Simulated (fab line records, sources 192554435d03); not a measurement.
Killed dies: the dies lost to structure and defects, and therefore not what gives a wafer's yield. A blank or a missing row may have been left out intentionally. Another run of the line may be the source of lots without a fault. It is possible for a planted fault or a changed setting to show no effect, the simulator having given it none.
Which of the tools did it? + flow n5-finfet + 10 lots (28 wafers sampled), 1 step of a 1938-step route

## WHAT THE GAUGES READ, wafer by wafer
N5_MOL_CONTACT_COAG_INSPECT_57: inspects for defects (brightfield).
| lot  | measured     | on                | raw-defect-count |
|------|--------------|-------------------|------------------|
| L208 | day 5 10:54  | defect-inspect-01 | 291 184 230      |
| L210 | day 5 19:38  | defect-inspect-01 | 183 191 177      |
| L209 | day 6 01:18  | defect-inspect-01 | 213 259 172      |
| L211 | day 6 04:01  | defect-inspect-01 | 243 228 163      |
| L212 | day 6 08:46  | defect-inspect-01 | 346 290 145      |
| L217 | day 7 17:38  | defect-inspect-02 | 181 246 197      |
| L218 | day 7 20:55  | defect-inspect-02 | 177 272          |
| L219 | day 8 09:09  | defect-inspect-01 | 293 207 343      |
| L228 | day 10 13:05 | defect-inspect-01 | 137 179 235      |
| L229 | day 10 20:32 | defect-inspect-01 | 224 232          |

## WHAT TOOL EACH LOT RAN ON (gives the tool, then ch and the chambers of the sampled wafers, and finally the start)
Before these readings, the record contains no process step.

## THE ANSWER, worked out from the rows above alone
Rule: usual is defined by the lots themselves. The widest of any qualifying gaps counts: lots, ordered by their means at a reading, are off when they make up no more than a third of the lots, leave a main group of 4 or more, and stand apart from it by 3 or more times the standard deviation of that group's means. The tables above print the reading to a certain number of digits; a main group whose means all agree to those digits is not used. Also off: a lot with no number at a reading for which 4 or more lots have one. Where the step has rows for the other lots, those lots are counted as sound.
No lot is off at any reading shown: from this, nothing can be told.

## WHAT THE SIMULATOR HAD PUT IN
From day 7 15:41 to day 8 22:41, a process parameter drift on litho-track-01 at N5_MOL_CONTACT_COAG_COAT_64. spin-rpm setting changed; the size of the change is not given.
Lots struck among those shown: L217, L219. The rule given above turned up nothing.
